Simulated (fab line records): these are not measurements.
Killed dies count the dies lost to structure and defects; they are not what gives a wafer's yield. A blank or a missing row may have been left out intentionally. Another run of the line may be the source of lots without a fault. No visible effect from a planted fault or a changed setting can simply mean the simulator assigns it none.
fab line records ; flow nand-harc ; part 1 of 2: steps 1 to 26 of 35
record: lots: 5; wafers: 15; last-day: 25
route steps=1159 shown A_STAIRCASE@746 A_SGD_CUT@747 A_SLIT@779
lots that met no fault: from a run of the same line without faults
start-h: start of the lot's first displayed wafer, in hours after the record's first day ; wait-h: hours from the lot's prior step to this one ; " the same as in the row above ; L1.1+2: one row covering several wafers at once ; - no value, or no start was given ; * or withheld: withheld ; < > ~ a bound
route shown NAME@n: a module of which the file shows steps, and the number in the route of the first ; usual: mean/standard deviation taken from wafers without a fault ; same: alike in all rows ; chamber/n: place in a boat ; sites: per-site readings ; _std_site: their standard deviation ; _edge_site: outer sites' mean less inner sites' ; radius-mm: for every site, how far away it sits from the centre of the wafer ; mask NAME#n: copy n ; behind: the last tool/chamber to shape the wafer ; hold: reason for holding the lot/hours on hold/outcome of the hold ; device: the n, p or np transistor that did not switch ; end of line: the tests these same wafers got at the end of their route ; step lacking rows: just its recipe ; killed: the dies lost at the first sort to structure and to defects; this is not the yield of the wafer ; map: a wafer's dies, marking killed ones x, the rest . and places with no die _
set.NAME: the setting the step ran with; set.NAME@STEP: the setting that earlier step ran with ; model.NAME: the simulator's own value behind a step, which no gauge read
a table for each step, a row for each wafer; lots at some steps of the route
services: when a tool's chamber went out of use (start-h, in hours from the record's first day, below 0 if earlier), for how many hours, and the reason
== steps ==
step: NHARC_A_STAIRCASE_INSPECT_155
usual: raw-defect-count: 376/160
lot.wafer;tool;chamber;start-h;wait-h;raw-defect-count
L076.2;defect-inspect-01;-;314.18;0.1;237
L076.4;defect-inspect-01;-;314.18;0.1;250
L076.5;defect-inspect-01;-;314.18;0.1;522
L079.1;defect-inspect-02;-;331.66;0.1;427
L079.5;defect-inspect-02;-;331.66;0.1;416
L079.6;defect-inspect-02;-;331.66;0.1;903
L082.1;defect-inspect-02;-;356.31;0.1;313
L082.2;defect-inspect-02;-;356.31;0.1;439
L082.4;defect-inspect-02;-;356.31;0.1;420
L087.2;defect-inspect-02;-;381.31;0.1;1239
L087.4;defect-inspect-02;-;381.31;0.1;873
L087.6;defect-inspect-02;-;381.31;0.1;1127
L094.2;defect-inspect-02;-;421.71;0.1;254
L094.3;defect-inspect-02;-;421.71;0.1;399
L094.5;defect-inspect-02;-;421.71;0.1;445
step: NHARC_A_SGD_CUT_DEP_00
recipe: target-thk-a: 500; temp-c: 400; target-thk-nm: 50; flow-sccm: 200; rf-w: 450; material: SiNx
usual: heater-power-outer-w: 447/54; heater-power-w: 723/83
lot.wafer;tool;chamber;start-h;wait-h;heater-power-outer-w;heater-power-w
L076.2;pecvd-01;2;314.30;0.1;537;891
L076.5;pecvd-01;0;314.30;0.1;475;791
L076.4;pecvd-01;1;314.30;0.1;464;707
L079.1;pecvd-01;2;331.73;0.1;560;921
L079.6;pecvd-01;2;331.73;0.1;558;970
L079.5;pecvd-01;1;331.73;0.1;448;680
L082.2;pecvd-04;0;356.37;0.1;367;593
L082.1;pecvd-04;1;356.37;0.1;496;747
L082.4;pecvd-04;2;356.37;0.1;448;717
L087.2;pecvd-03;2;381.41;0.1;373;706
L087.4;pecvd-03;2;381.41;0.1;376;694
L087.6;pecvd-03;0;381.41;0.1;448;763
L094.3;pecvd-04;0;421.77;0.1;314;537
L094.2;pecvd-04;1;421.77;0.1;499;712
L094.5;pecvd-04;0;421.77;0.1;320;551
step: NHARC_A_SGD_CUT_DEHYDRATE_01
recipe: temp-c: 150; time-s: 120
lot.wafer;tool;chamber;start-h;wait-h
L076.2+4+5;litho-track-01;0;314.54;0.2
L079.1+5+6;litho-track-01;0;332.00;0.2
L082.1+2+4;litho-track-01;0;356.64;0.2
L087.2+4+6;litho-track-06;0;381.65;0.2
L094.2+3+5;litho-track-04;0;422.04;0.2
step: NHARC_A_SGD_CUT_HMDS_02
recipe: time-s: 30
lot.wafer;tool;chamber;start-h;wait-h
L076.2+4+5;litho-track-01;0;-;-
L079.1+5+6;litho-track-01;0;-;-
L082.1+2+4;litho-track-01;0;-;-
L087.2+4+6;litho-track-06;0;-;-
L094.2+3+5;litho-track-04;0;-;-
step: NHARC_A_SGD_CUT_COAT_56
recipe: temp-c: 260; time-s: 75
lot.wafer;tool;chamber;start-h;wait-h
L076.2+4+5;litho-track-01;0;-;-
L079.1+5+6;litho-track-01;0;-;-
L082.1+2+4;litho-track-01;0;-;-
L087.2+4+6;litho-track-06;0;-;-
L094.2+3+5;litho-track-04;0;-;-
step: NHARC_A_SGD_CUT_COAT_57
recipe: temp-c: 225; time-s: 65
lot.wafer;tool;chamber;start-h;wait-h
L076.2+4+5;litho-track-01;0;-;-
L079.1+5+6;litho-track-01;0;-;-
L082.1+2+4;litho-track-01;0;-;-
L087.2+4+6;litho-track-06;0;-;-
L094.2+3+5;litho-track-04;0;-;-
step: NHARC_A_SGD_CUT_COAT_03
recipe: spin-rpm: 1500; resist-thk-nm: 90
lot.wafer;tool;chamber;start-h;wait-h
L076.2+4+5;litho-track-01;0;-;-
L079.1+5+6;litho-track-01;0;-;-
L082.1+2+4;litho-track-01;0;-;-
L087.2+4+6;litho-track-06;0;-;-
L094.2+3+5;litho-track-04;0;-;-
step: NHARC_A_SGD_CUT_SOFTBAKE_04
recipe: temp-c: 105; time-s: 55
lot.wafer;tool;chamber;start-h;wait-h
L076.2+4+5;litho-track-01;0;-;-
L079.1+5+6;litho-track-01;0;-;-
L082.1+2+4;litho-track-01;0;-;-
L087.2+4+6;litho-track-06;0;-;-
L094.2+3+5;litho-track-04;0;-;-
step: NHARC_A_SGD_CUT_EBR_05
lot.wafer;tool;chamber;start-h;wait-h
L076.2+4+5;litho-track-01;0;-;-
L079.1+5+6;litho-track-01;0;-;-
L082.1+2+4;litho-track-01;0;-;-
L087.2+4+6;litho-track-06;0;-;-
L094.2+3+5;litho-track-04;0;-;-
step: NHARC_A_SGD_CUT_EXPOSE_06
recipe: na: 1.35; dose-mj: 85.59; mask-id: SGD
usual: focus-offset-nm: 0.1/0.54
lot.wafer;tool;chamber;start-h;wait-h;mask;focus-offset-nm
L076.2;arfi-scanner-02;0;314.87;-;SGD#0;-0.2
L076.4;arfi-scanner-02;0;314.87;-;SGD#0;0.2
L076.5;arfi-scanner-02;0;314.87;-;SGD#0;0.0
L079.1;arfi-scanner-03;0;332.31;-;SGD#0;0.3
L079.5;arfi-scanner-03;0;332.31;-;SGD#0;0.3
L079.6;arfi-scanner-03;0;332.31;-;SGD#0;0.9
L082.1;arfi-scanner-03;0;356.83;-;SGD#0;0.1
L082.2;arfi-scanner-03;0;356.83;-;SGD#0;0.1
L082.4;arfi-scanner-03;0;356.83;-;SGD#0;-0.4
L087.2;arfi-scanner-01;0;382.08;-;SGD#0;0.6
L087.4;arfi-scanner-01;0;382.08;-;SGD#0;0.4
L087.6;arfi-scanner-01;0;382.08;-;SGD#0;-0.2
L094.2;arfi-scanner-03;0;424.03;-;SGD#0;1.1
L094.3;arfi-scanner-03;0;424.03;-;SGD#0;0.5
L094.5;arfi-scanner-03;0;424.03;-;SGD#0;0.0
step: NHARC_A_SGD_CUT_PEB_07
recipe: peb-temp-c: 100; peb-time-s: 65
lot.wafer;tool;chamber;start-h;wait-h
L076.2+4+5;litho-track-01;0;314.92;0.1
L079.1+5+6;litho-track-04;0;332.37;0.1
L082.1+2+4;litho-track-04;0;356.89;0.1
L087.2+4+6;litho-track-01;0;382.14;0.1
L094.2+3+5;litho-track-04;0;424.09;0.1
step: NHARC_A_SGD_CUT_DEVELOP_08
recipe: develop-time-s: 35; dev-temp-c: 23
lot.wafer;tool;chamber;start-h;wait-h
L076.2+4+5;litho-track-01;0;-;-
L079.1+5+6;litho-track-04;0;-;-
L082.1+2+4;litho-track-04;0;-;-
L087.2+4+6;litho-track-01;0;-;-
L094.2+3+5;litho-track-04;0;-;-
step: NHARC_A_SGD_CUT_CD_MEAS_09
recipe: target-cd-nm: 100; landing-energy-ev: 500
usual: cd-nm: 100.2/0.5
lot.wafer;tool;chamber;start-h;wait-h;cd-nm
L076.2;cd-sem-02;0;315.00;-;100.5
L076.4;cd-sem-02;0;315.00;-;100.0
L076.5;cd-sem-02;0;315.00;-;99.6
L079.1;cd-sem-02;0;332.46;-;100.5
L079.5;cd-sem-02;0;332.46;-;99.2
L079.6;cd-sem-02;0;332.46;-;100.3
L082.1;cd-sem-03;0;356.97;-;100.1
L082.2;cd-sem-03;0;356.97;-;100.2
L082.4;cd-sem-03;0;356.97;-;98.8
L087.2;cd-sem-01;0;382.22;-;99.7
L087.4;cd-sem-01;0;382.22;-;99.9
L087.6;cd-sem-01;0;382.22;-;99.7
L094.2;cd-sem-03;0;424.17;-;100.0
L094.3;cd-sem-03;0;424.17;-;100.3
L094.5;cd-sem-03;0;424.17;-;99.1
step: NHARC_A_SGD_CUT_OVL_MEAS_10
usual: overlay-x-nm: 0.0/0.81; overlay-y-nm: 0.0/0.58
lot.wafer;tool;chamber;start-h;wait-h;overlay-x-nm;overlay-y-nm
L076.2;overlay-02;-;315.09;-;0.5;0.1
L076.4;overlay-02;-;315.09;-;0.9;0.0
L076.5;overlay-02;-;315.09;-;0.9;0.0
L079.1;overlay-02;-;332.55;-;0.7;0.2
L079.5;overlay-02;-;332.55;-;0.7;0.3
L079.6;overlay-02;-;332.55;-;0.6;0.3
L082.1;overlay-02;-;357.07;-;0.3;-0.4
L082.2;overlay-02;-;357.07;-;0.2;-0.5
L082.4;overlay-02;-;357.07;-;0.9;-0.4
L087.2;overlay-01;-;382.30;-;1.2;0.9
L087.4;overlay-01;-;382.30;-;1.2;1.2
L087.6;overlay-01;-;382.30;-;1.2;0.8
L094.2;overlay-02;-;424.26;-;1.2;-0.5
L094.3;overlay-02;-;424.26;-;0.3;0.1
L094.5;overlay-02;-;424.26;-;0.6;0.3
step: NHARC_A_SGD_CUT_INSPECT_11
usual: raw-defect-count: 18/10
lot.wafer;tool;chamber;start-h;wait-h;raw-defect-count
L076.2;defect-inspect-01;-;315.13;0.0;5
L076.4;defect-inspect-01;-;315.13;0.0;3
L076.5;defect-inspect-01;-;315.13;0.0;11
L079.1;defect-inspect-01;-;332.59;0.0;14
L079.5;defect-inspect-01;-;332.59;0.0;9
L079.6;defect-inspect-01;-;332.59;0.0;4
L082.1;defect-inspect-02;-;357.10;0.0;20
L082.2;defect-inspect-02;-;357.10;0.0;16
L082.4;defect-inspect-02;-;357.10;0.0;23
L087.2;defect-inspect-02;-;382.34;0.0;21
L087.4;defect-inspect-02;-;382.34;0.0;31
L087.6;defect-inspect-02;-;382.34;0.0;24
L094.2;defect-inspect-01;-;424.31;0.1;10
L094.3;defect-inspect-01;-;424.31;0.1;11
L094.5;defect-inspect-01;-;424.31;0.1;15
step: NHARC_A_SGD_CUT_DESCUM_14
recipe: time-s: 3; o2-flow-sccm: 200; ar-flow-sccm: 0; bias-power-w: 0; chemistry: O2
usual: drypump-motor-current-A: 5.6/0.41; oes-product-au: 0.997/0.012; rf-vpp-V: 57.7/0.9; showerhead-plenum-p-Torr: 1.90/0.089; throttle-valve-pct: 11.313/0.0095
lot.wafer;tool;chamber;start-h;wait-h;drypump-motor-current-A;oes-product-au;rf-hours-counter-h;rf-vpp-V;showerhead-plenum-p-Torr;throttle-valve-pct
L076.4;rie-diel-04;1;315.19;0.1;5.0;1.025;2;57.3;1.88;11.311
L076.2;rie-diel-04;0;315.19;0.1;5.3;1.004;2;57.7;1.83;11.299
L076.5;rie-diel-04;1;315.19;0.1;5.0;1.025;-;57.7;1.88;11.303
L079.1;rie-diel-08;1;332.65;0.1;5.8;0.997;1;59.2;2.05;11.317
L079.5;rie-diel-08;2;332.65;0.1;6.1;0.983;-;57.7;1.90;11.312
L079.6;rie-diel-08;3;332.65;0.1;5.4;0.985;-;56.9;1.78;11.307
L082.1;rie-diel-01;2;357.17;0.1;5.7;0.999;4;55.9;2.04;11.323
L082.2;rie-diel-01;3;357.17;0.1;5.8;1.010;4;57.4;1.85;11.308
L082.4;rie-diel-01;0;357.17;0.1;4.9;1.016;3;58.6;1.92;11.328
L087.2;rie-diel-01;3;382.40;0.1;5.8;1.009;8;57.8;1.85;11.302
L087.4;rie-diel-01;1;382.40;0.1;5.2;0.990;8;57.0;1.83;11.295
L087.6;rie-diel-01;3;382.40;0.1;5.8;1.012;-;57.0;1.84;11.318
L094.2;rie-diel-04;3;424.37;0.1;6.6;0.995;13;56.6;1.95;11.313
L094.3;rie-diel-04;0;424.37;0.1;5.3;1.006;13;58.1;1.83;11.311
L094.5;rie-diel-04;0;424.37;0.1;5.3;0.995;-;56.6;1.83;11.325
step: NHARC_A_SGD_CUT_ETCH_58
recipe: target-depth-a: 390; over-etch-frac: 0.3; time-s: 65; ion-energy-ev: 80; cf4-flow-sccm: 150; ar-flow-sccm: 0; rf-w: 300; bias-w: 100; chemistry: CF4
usual: cf4-flow-sccm: 150.1/0.46; drypump-motor-current-A: 5.6/0.4; oes-product-au: 0.997/0.013; rf-vpp-V: 151.2/1.3; showerhead-plenum-p-Torr: 1.76/0.078; throttle-valve-pct: 13.283/0.009
lot.wafer;tool;chamber;start-h;wait-h;cf4-flow-sccm;drypump-motor-current-A;oes-product-au;rf-hours-counter-h;rf-vpp-V;showerhead-plenum-p-Torr;throttle-valve-pct
L076.2;rie-diel-04;3;315.28;0.1;149.8;6.5;0.983;2;152.3;1.80;13.281
L076.4;rie-diel-04;0;315.28;0.1;150.2;5.3;1.003;2;150.9;1.70;13.285
L076.5;rie-diel-04;3;315.28;0.1;149.7;6.5;0.993;-;152.1;1.80;13.277
L079.1;rie-diel-08;2;332.75;0.1;150.5;6.1;0.978;1;151.0;1.76;13.290
L079.6;rie-diel-08;3;332.75;0.1;150.6;5.4;0.982;-;149.0;1.66;13.270
L079.5;rie-diel-08;1;332.75;0.1;150.3;5.8;1.000;-;151.6;1.88;13.289
L082.1;rie-diel-01;3;357.25;0.1;150.4;5.8;1.004;4;150.2;1.71;13.274
L082.4;rie-diel-01;0;357.25;0.1;150.3;4.9;1.007;3;150.0;1.77;13.275
L082.2;rie-diel-01;1;357.25;0.1;149.9;5.2;0.994;4;151.1;1.70;13.276
L087.4;rie-diel-01;3;382.50;0.1;150.0;5.8;1.015;8;151.4;1.71;13.290
L087.2;rie-diel-01;0;382.50;0.1;150.4;4.9;1.014;8;152.4;1.77;13.289
L087.6;rie-diel-01;2;382.50;0.1;150.5;5.7;0.985;-;152.7;1.88;13.298
L094.2;rie-diel-04;2;424.47;0.1;149.9;5.3;1.002;12;151.5;1.85;13.274
L094.3;rie-diel-04;3;424.47;0.1;149.5;6.6;0.985;13;152.8;1.80;13.281
L094.5;rie-diel-04;2;424.47;0.1;149.9;5.3;1.000;-;153.4;1.85;13.289
step: NHARC_A_SGD_CUT_ETCH_59
recipe: target-depth-a: 2600; over-etch-frac: 0.25; time-s: 406.25; ion-energy-ev: 200; n2-flow-sccm: 150; h2-flow-sccm: 150; ar-flow-sccm: 0; rf-w: 400; bias-w: 150; chemistry: N2/H2
usual: drypump-motor-current-A: 5.6/0.41; oes-product-au: 0.998/0.012; rf-vpp-V: 430.2/3; showerhead-plenum-p-Torr: 2.03/0.1; throttle-valve-pct: 14.171/0.0089
lot.wafer;tool;chamber;start-h;wait-h;drypump-motor-current-A;oes-product-au;rf-hours-counter-h;rf-vpp-V;showerhead-plenum-p-Torr;throttle-valve-pct
L076.4;rie-diel-04;0;-;-;5.3;1.005;2;427.8;1.95;14.161
L076.2;rie-diel-04;2;-;-;5.3;1.001;2;434.4;2.15;14.158
L076.5;rie-diel-04;3;-;-;6.5;0.987;-;432.7;2.08;14.188
L079.1;rie-diel-08;1;-;-;5.8;0.997;1;435.5;2.18;14.166
L079.6;rie-diel-08;3;-;-;5.4;0.977;-;425.2;1.90;14.168
L079.5;rie-diel-08;2;-;-;6.0;0.989;-;429.6;2.02;14.163
L082.1;rie-diel-01;0;-;-;4.9;1.005;4;431.0;2.04;14.184
L082.4;rie-diel-01;1;-;-;5.2;1.007;4;428.0;1.95;14.178
L082.2;rie-diel-01;2;-;-;5.7;1.000;4;434.0;2.18;14.163
L087.2;rie-diel-01;0;-;-;4.9;1.020;8;431.2;2.04;14.178
L087.4;rie-diel-01;1;-;-;5.2;0.995;8;426.3;1.95;14.168
L087.6;rie-diel-01;3;-;-;5.8;1.015;-;429.7;1.96;14.168
L094.3;rie-diel-04;0;-;-;5.3;1.003;14;427.6;1.94;14.176
L094.2;rie-diel-04;1;-;-;5.0;1.012;13;427.6;2.00;14.171
L094.5;rie-diel-04;2;-;-;5.3;1.001;-;431.5;2.15;14.179
step: NHARC_A_SGD_CUT_ETCH_15
recipe: target-depth-a: 750; time-s: 64.3; ch3f-flow-sccm: 50; o2-flow-sccm: 30; ar-flow-sccm: 200; rf-w: 500; bias-w: 100; chemistry: CH3F/O2
usual: drypump-motor-current-A: 5.6/0.4; oes-product-au: 0.961/0.018; rf-vpp-V: 263.6/1.9; showerhead-plenum-p-Torr: 2.45/0.11; throttle-valve-pct: 20.663/0.009
lot.wafer;tool;chamber;start-h;wait-h;drypump-motor-current-A;oes-product-au;rf-hours-counter-h;rf-vpp-V;showerhead-plenum-p-Torr;throttle-valve-pct
L076.2;rie-diel-04;1;-;-;5.0;0.990;2;264.4;2.41;20.669
L076.4;rie-diel-04;0;-;-;5.3;0.975;2;262.2;2.36;20.662
L076.5;rie-diel-04;1;-;-;5.0;0.970;-;263.5;2.41;20.682
L079.1;rie-diel-08;2;-;-;6.1;0.953;2;263.2;2.44;20.663
L079.6;rie-diel-08;1;-;-;5.8;0.957;-;266.7;2.62;20.664
L079.5;rie-diel-08;2;-;-;6.1;0.945;-;262.8;2.44;20.654
L082.1;rie-diel-01;2;-;-;5.7;0.959;4;268.5;2.62;20.682
L082.2;rie-diel-01;3;-;-;5.8;0.983;4;263.7;2.38;20.672
L082.4;rie-diel-01;0;-;-;4.9;0.997;4;262.6;2.46;20.672
L087.2;rie-diel-01;0;-;-;4.9;0.979;8;263.0;2.46;20.668
L087.4;rie-diel-01;3;-;-;5.8;0.968;8;262.3;2.37;20.668
L087.6;rie-diel-01;1;-;-;5.2;0.966;-;261.8;2.35;20.665
L094.3;rie-diel-04;1;-;-;5.0;1.000;13;262.9;2.41;20.669
L094.2;rie-diel-04;2;-;-;5.3;0.977;13;265.7;2.58;20.660
L094.5;rie-diel-04;1;-;-;5.0;0.993;-;263.4;2.41;20.666
step: NHARC_A_SGD_CUT_ETCH_16
recipe: target-depth-a: 3105; time-s: 155.2; c4f8-flow-sccm: withheld; o2-flow-sccm: 8; ar-flow-sccm: withheld; rf-w: 600; bias-w: 800; chemistry: C4F8/O2/Ar
usual: oes-product-au: 0.971/0.016; rf-vpp-V: 723/4.5
lot.wafer;tool;chamber;start-h;wait-h;oes-product-au;rf-hours-counter-h;rf-vpp-V
L076.4;rie-diel-04;2;-;-;0.968;2;728
L076.2;rie-diel-04;0;-;-;0.985;2;720
L076.5;rie-diel-04;2;-;-;0.973;-;729
L079.1;rie-diel-08;1;-;-;0.977;2;730
L079.6;rie-diel-08;2;-;-;0.962;-;722
L079.5;rie-diel-08;3;-;-;0.961;-;716
L082.1;rie-diel-01;1;-;-;0.969;4;719
L082.2;rie-diel-01;3;-;-;0.986;4;719
L082.4;rie-diel-01;0;-;-;0.985;4;724
L087.4;rie-diel-01;1;-;-;0.964;9;720
L087.2;rie-diel-01;0;-;-;0.986;8;724
L087.6;rie-diel-01;1;-;-;0.967;-;721
L094.3;rie-diel-04;0;-;-;0.959;14;718
L094.2;rie-diel-04;1;-;-;0.991;13;722
L094.5;rie-diel-04;0;-;-;0.967;-;718
step: NHARC_A_SGD_CUT_STRIP_60
recipe: c4f8-flow-sccm: withheld; o2-flow-sccm: 8; ar-flow-sccm: withheld; bias-w: 0; chemistry: C4F8/O2/Ar
lot.wafer;tool;chamber;start-h;wait-h
L076.4+2+5;rie-diel-04;3,1,3;-;-
L079.1+6+5;rie-diel-08;3,2,3;-;-
L082.4+2+1;rie-diel-01;3,0,1;-;-
L087.4+2+6;rie-diel-01;1,2,3;-;-
L094.3+2+5;rie-diel-04;2,3,0;-;-
step: NHARC_A_SGD_CUT_STRIP_17
recipe: o2-flow-sccm: 500; ar-flow-sccm: 0; bias-w: 0; chemistry: O2
usual: drypump-motor-current-A: 5.6/0.4; oes-product-au: 0.998/0.013; rf-vpp-V: 57.7/0.92; showerhead-plenum-p-Torr: 3.53/0.16; throttle-valve-pct: 17.037/0.0088
lot.wafer;tool;chamber;start-h;wait-h;drypump-motor-current-A;oes-product-au;rf-hours-counter-h;rf-vpp-V;showerhead-plenum-p-Torr;throttle-valve-pct
L076.4;rie-diel-04;1;-;-;5.0;1.029;2;56.3;3.46;17.034
L076.2;rie-diel-04;3;-;-;6.6;0.985;2;57.5;3.59;17.045
L076.5;rie-diel-04;2;-;-;5.3;0.997;-;57.8;3.70;17.032
L079.1;rie-diel-08;3;-;-;5.4;0.987;2;58.4;3.30;17.042
L079.5;rie-diel-08;3;-;-;5.4;0.985;-;56.4;3.30;17.020
L079.6;rie-diel-08;2;-;-;6.1;0.988;-;57.1;3.50;17.032
L082.2;rie-diel-01;1;-;-;5.2;1.008;4;58.7;3.39;17.039
L082.1;rie-diel-01;2;-;-;5.7;1.009;4;59.7;3.75;17.026
L082.4;rie-diel-01;0;-;-;4.9;1.014;4;57.7;3.53;17.034
L087.2;rie-diel-01;1;-;-;5.2;0.989;9;56.6;3.38;17.014
L087.4;rie-diel-01;3;-;-;5.8;1.011;8;57.4;3.41;17.041
L087.6;rie-diel-01;2;-;-;5.7;0.989;-;58.8;3.75;17.039
L094.3;rie-diel-04;2;-;-;5.3;0.997;13;57.6;3.70;17.044
L094.2;rie-diel-04;0;-;-;5.3;1.007;14;57.0;3.38;17.057
L094.5;rie-diel-04;2;-;-;5.3;1.002;-;56.3;3.70;17.051
step: NHARC_A_SGD_CUT_PRECLEAN_18
recipe: time-s: *; temp-c: 50; bath-age-min: 0; chemistry: SC1
usual: h2o2-flow-mL-min: 56.60/0.18
lot.wafer;tool;chamber;start-h;wait-h;h2o2-flow-mL-min
L076.2;wet-bench-09;4;316.27;-;56.41
L076.4;wet-bench-09;5;316.27;-;56.97
L076.5;wet-bench-09;1;316.27;-;56.41
L079.5;wet-bench-03;4;333.79;-;56.74
L079.1;wet-bench-03;5;333.79;-;56.53
L079.6;wet-bench-03;7;333.79;-;56.70
L082.1;wet-bench-03;6;358.14;-;56.58
L082.2;wet-bench-03;7;358.14;-;56.76
L082.4;wet-bench-03;3;358.14;-;56.39
L087.2;wet-bench-02;4;383.37;-;56.52
L087.6;wet-bench-02;5;383.37;-;56.56
L087.4;wet-bench-02;6;383.37;-;56.37
L094.3;wet-bench-03;1;425.35;-;56.67
L094.2;wet-bench-03;2;425.35;-;56.70
L094.5;wet-bench-03;6;425.35;-;56.54
step: NHARC_A_SGD_CUT_SRD_19
lot.wafer;tool;chamber;start-h;wait-h
L076.2+4+5;wet-bench-09;4,5,1;-;-
L079.5+1+6;wet-bench-03;4,5,7;-;-
L082.1+2+4;wet-bench-03;6,7,3;-;-
L087.2+6+4;wet-bench-02;4,5,6;-;-
L094.3+2+5;wet-bench-03;1,2,6;-;-
step: NHARC_A_SGD_CUT_DEP_20
recipe: target-thk-a: 1500; temp-c: 65; material: SiO2
lot.wafer;tool;chamber;start-h;wait-h
L076.2+4+5;fcvd-01;0,1,0;316.44;-
L079.1+6+5;fcvd-01;1,0,1;333.96;-
L082.1+2+4;fcvd-02;1,0,0;358.28;-
L087.2+4+6;fcvd-01;0,1,1;383.55;-
L094.2+3+5;fcvd-02;1;425.49;-
step: NHARC_A_SGD_CUT_ANNEAL_27
recipe: temp-c: 450; time-s: 1800
usual: spike-tc-top-C: 477.4/1.5
lot.wafer;tool;chamber;start-h;wait-h;spike-tc-top-C
L076.2;furnace-07;0;317.08;0.6;478.2
L076.4;furnace-07;0;317.08;0.6;476.1
L076.5;furnace-07;0;317.08;0.6;479.1
L079.1;furnace-07;0;337.05;3.1;477.5
L079.5;furnace-07;0;337.05;3.1;478.8
L079.6;furnace-07;0;337.05;3.1;477.2
L082.1;furnace-06;0;363.60;5.3;478.6
L082.2;furnace-06;0;363.60;5.3;478.0
L082.4;furnace-06;0;363.60;5.3;480.2
L087.2;furnace-07;0;388.56;5.0;476.7
L087.4;furnace-07;0;388.56;5.0;477.2
L087.6;furnace-07;0;388.56;5.0;478.1
L094.2;furnace-06;0;428.38;2.9;479.0
L094.3;furnace-06;0;428.38;2.9;478.0
L094.5;furnace-06;0;428.38;2.9;477.4
